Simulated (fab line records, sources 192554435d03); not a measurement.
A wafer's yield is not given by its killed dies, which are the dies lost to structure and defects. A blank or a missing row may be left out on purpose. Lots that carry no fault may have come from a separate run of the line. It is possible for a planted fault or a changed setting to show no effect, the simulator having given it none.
A lot that was struck, set against a sound lot || flow n5-finfet || 43 steps out of a route of 1938
Sound: these wafers, L691.4, L691.5, L691.6. Wafers struck: L695.3, L695.4, L695.6. The cause is named last.
Per side, at each step with rows, come the tool, then ch with its chambers, and then its first start. Under that, the readings that differ: sound wafers || struck wafers || difference of the means || sigmas: that difference in standard deviations of wafers without a fault.
alike: readings whose means differ by less than 2 such deviations, and words and numbers that are the same on both sides. not compared: withheld readings, readings that some wafer has no value for, bounds like >300 that may hide the same value, and numbers for which the record gives no deviation and whose values overlap.
The two part at a step that has a row with sigmas, a row that says differs or no value, or rows on one side only. Numbers that don't overlap but have no deviation are shown without sigmas and don't part them. Lack of a reading on every wafer of one side parts them only where that side has two or more wafers.

first, 1 step without rows for these wafers: N5_MOL_CONTACT_COAG_SRD_128 (dry time 32 s).
N5_MOL_CONTACT_COAG_CMP_52: polishes, stops on SiO2, t overpolish 1.5 s, target thk 66.5 nm.
  sound on cmp-04 ch 0,3, day 8 22:48; struck on cmp-04 ch 0,1,2, day 9 20:36
  alike: motor-current-A, overpolish-run-s, time-to-endpoint-s
N5_MOL_CONTACT_COAG_THK_MEAS_53:
  sound on film-metro-01 at day 8 23:04; struck on film-metro-02 at day 9 20:49
  alike: VIA_MOL_THK
then, 1 step without rows for these wafers: N5_MOL_CONTACT_COAG_ANNEAL_112 (time 1800 s).
N5_MOL_CONTACT_COAG_INSPECT_97: inspects for defects (darkfield).
  sound on defect-inspect-02 at day 9 05:01; struck on defect-inspect-01 at day 10 02:23
  alike: raw-defect-count
then, 5 steps without rows for these wafers: N5_BEOL_M0_SAQP_PECVD_00 (deposits SiCN from 3MS/NH3, target thk 8 nm, time 14 s); N5_BEOL_M0_SAQP_ILD_DEP_01 (deposits SiOC from DEMS/O2, target thk 45.419 nm, time 8.7 s); N5_BEOL_M0_SAQP_HM_DEP_02 (deposits TiN, target thk 12 nm); N5_BEOL_M0_SAQP_PECVD_03 (deposits SiCN from 3MS/NH3, target thk 12 nm, time 21.1 s); N5_BEOL_M0_SAQP_PECVD_96 (deposits a-Si from SiH4/He, target thk 45 nm, time 45.2 s).
N5_BEOL_M0_SAQP_PECVD_97: deposits SiNx from SiH4/NH3/N2, target thk 23 nm, time 19.9 s.
  sound on pecvd-01 ch 0,1,2, day 9 06:02; struck on pecvd-01 ch 0,1,2, day 10 02:57
  alike: chamber-pressure-Torr, heater-power-outer-w, heater-power-w, showerhead-plenum-p-Torr, throttle-valve-pct
N5_BEOL_M0_SAQP_PECVD_04: deposits a-Si from SiH4/He, target thk 60 nm, time 60.2 s.
  sound on pecvd-01 ch 0,1,2, day 9 06:05; struck on pecvd-01 ch 0,1,2, day 10 02:59
  no value came back on the struck wafers for any of 5 readings (chamber-pressure-Torr (Torr), heater-power-outer-w (W) and others); on the sound wafers chamber-pressure-Torr (Torr) reads 2.991 2.992 3.001
N5_BEOL_M0_SAQP_THK_MEAS_05:
  sound on film-metro-01 at day 9 06:08; struck on film-metro-02 at day 10 03:05
{"reading": "thk-nm (nm)", "sound": "61.4 60.2 60.4", "struck": "23.1 23.3 23.3", "difference": -37.4, "sigmas": -47}
N5_BEOL_M0_SAQP_HM_DEP_111: deposits SiO2 from SiH4/N2O, target thk 12 nm, time 7.2 s.
  sound on pecvd-02 ch 0,1,2, day 9 06:12; struck on pecvd-02 ch 0,1, day 10 03:07
  alike: heater-power-w, showerhead-plenum-p-Torr
then, 8 steps without rows for these wafers: N5_BEOL_M0_SAQP_COAT_81 (time 60 s, resist thk 100 nm); N5_BEOL_M0_SAQP_COAT_82 (time 60 s, resist thk 30 nm); N5_BEOL_M0_SAQP_COAT_08 (resist thk 90 nm); N5_BEOL_M0_SAQP_EBR_10; N5_BEOL_M0_SAQP_SOFTBAKE_09 (time 60 s); N5_BEOL_M0_SAQP_EXPOSE_11 (exposes mask M0 CORE, target cd 42 nm); N5_BEOL_M0_SAQP_PEB_12 (peb time 60 s); N5_BEOL_M0_SAQP_DEVELOP_13 (develop time 30 s).
N5_BEOL_M0_SAQP_CD_MEAS_14: target cd 42.5 nm.
  sound on cd-sem-01 ch 0, day 9 06:38; struck on cd-sem-03 ch 0, day 10 03:26
  alike: cd-nm
N5_BEOL_M0_SAQP_OVL_MEAS_15:
  sound on overlay-02 ch 0, day 9 06:40; struck on overlay-02 ch 0, day 10 03:28
  alike: M0_CORE_OVL
N5_BEOL_M0_SAQP_INSPECT_16: inspects for defects (brightfield).
  sound on defect-inspect-02 at day 9 06:41; struck on defect-inspect-02 at day 10 03:29
  alike: raw-defect-count
N5_BEOL_M0_SAQP_DESCUM_19: chemistry O2, time 7.9 s.
  sound on rie-diel-01 ch 1,2, day 9 06:43; struck on rie-diel-01 ch 0,1, day 10 03:34
  alike: drypump-motor-current-A, oes-product-au, rf-vpp-V, showerhead-plenum-p-Torr, throttle-valve-pct
  not compared: rf-hours-counter-h
then, 3 steps without rows for these wafers: N5_BEOL_M0_SAQP_ETCH_83 (etches SiARC in CF4, target depth 39 nm, time 65 s); N5_BEOL_M0_SAQP_ETCH_84 (etches SOC in N2/H2, target depth 100 nm, overetch 20 nm, time 150 s); N5_BEOL_M0_SAQP_STRIP_80 (strips in N2/H2).
N5_BEOL_M0_SAQP_HM_OPEN_112: chemistry CHF3/O2, target SiO2, stops on a-Si, target depth 12 nm, time 13.5 s.
  sound on rie-diel-01 ch 1,2, day 9 06:54; struck on rie-diel-01 ch 0,1, day 10 03:46
  alike: drypump-motor-current-A, oes-product-au, rf-vpp-V, showerhead-plenum-p-Torr, throttle-valve-pct
  not compared: rf-hours-counter-h
then, 1 step without rows for these wafers: N5_BEOL_M0_SAQP_STRIP_113 (strips in CHF3/O2).
N5_BEOL_M0_SAQP_MANDREL_ETCH_20: etches a-Si in HBr/Cl2, stops on SiNx, target depth 60 nm, bt time 10 s, time 30 s.
  sound on rie-si-03 ch 0,1, day 9 06:59; struck on rie-si-03 ch 0,1,2, day 10 03:50
{"reading": "oes-product-au (a.u.)", "sound": "0.779 0.787 0.773", "struck": "0.322 0.327 0.328", "difference": -0.454, "sigmas": -35}
{"reading": "throttle-valve-pct (%)", "sound": "35.27 35.62 35.28", "struck": "36.54 36.17 36.50", "difference": "+1.01", "sigmas": "+5"}
{"reading": "model.etch.depth-nm (nm)", "sound": "61.35 60.22 60.33", "struck": "0 0 0", "difference": -61, "sigmas": ""}
  alike: drypump-motor-current-A
  not compared: rf-hours-counter-h
then, 6 steps without rows for these wafers: N5_BEOL_M0_SAQP_STRIP_86 (strips in N2/H2); N5_BEOL_M0_SAQP_STRIP_115 (strips in post etch residue remover, time 60 s); N5_BEOL_M0_SAQP_SRD_93 (time 30 s); N5_BEOL_M0_SAQP_RECESS_114 (chemistry HF/NH3, target SiO2, target depth 14.4 nm, afs cycles 3, sublimation time 60 s); N5_BEOL_M0_SAQP_SPACER1_ALD_98 (deposits SiO2, target thk 12.8 nm, pulse time 1 s, purge time 2 s); N5_BEOL_M0_SAQP_SPACER1_ETCHBACK_99 (etches SiO2 in CHF3/O2, target depth 15.4 nm, time 7.7 s).
N5_BEOL_M0_SAQP_MANDREL1_REMOVE_100: chemistry HBr/Cl2/O2, target a-Si, stops on SiNx, bt time 10 s.
  sound on rie-si-01 ch 0,3, day 9 08:14; struck on rie-si-04 ch 1,2,3, day 10 05:05
{"reading": "oes-product-au (a.u.)", "sound": "1.007 1.029 1.001", "struck": "0.984 0.964 0.974", "difference": -0.038, "sigmas": -2}
{"reading": "model.BEOL_M0_SAQP.cd-nm (nm)", "sound": "12.8 12.8 12.8", "struck": "43 43.2 42.8", "difference": "+30", "sigmas": ""}
  alike: drypump-motor-current-A, throttle-valve-pct
  not compared: rf-hours-counter-h
N5_BEOL_M0_SAQP_CD_MEAS_25: target cd 13.1 nm.
  sound on cd-sem-02 ch 0, day 9 08:21; struck on cd-sem-01 ch 0, day 10 05:13
{"reading": "cd-nm (nm)", "sound": "12.95 12.49 12.68", "struck": "- - -", "difference": "no value on the struck wafers", "sigmas": ""}
then, 1 step without rows for these wafers: N5_BEOL_M0_SAQP_ETCH_101 (etches SiNx in CH3F/O2, target depth 29.9 nm, time 42.7 s).
N5_BEOL_M0_SAQP_MANDREL2_REMOVE_110: chemistry HBr/Cl2/O2, target a-Si, stops on SiCN, bt time 10 s.
  sound on rie-si-04 ch 1,2,3, day 9 10:08; struck on rie-si-04 ch 0,3, day 10 06:51
{"reading": "oes-product-au (a.u.)", "sound": "0.991 0.970 0.976", "struck": "1.028 0.991 1.034", "difference": "+0.039", "sigmas": "+2"}
{"reading": "throttle-valve-pct (%)", "sound": "37.09 36.81 36.98", "struck": "36.34 36.81 36.34", "difference": -0.46, "sigmas": -2}
{"reading": "model.BEOL_M0_SAQP.cd-nm (nm)", "sound": "15 14.8 14.8", "struck": "43.6 43.6 43.4", "difference": "+28.7", "sigmas": ""}
  alike: drypump-motor-current-A
  not compared: rf-hours-counter-h
N5_BEOL_M4_RC_MEAS_101:
  the record has rows for the sound wafers here (prober-01 ch 0, day 11 11:01) and none for the struck ones

== WHERE THEY PART ==
At N5_BEOL_M0_SAQP_PECVD_04 first; at N5_BEOL_M4_RC_MEAS_101 last (within this record only).

WHY: whatever the simulator had introduced
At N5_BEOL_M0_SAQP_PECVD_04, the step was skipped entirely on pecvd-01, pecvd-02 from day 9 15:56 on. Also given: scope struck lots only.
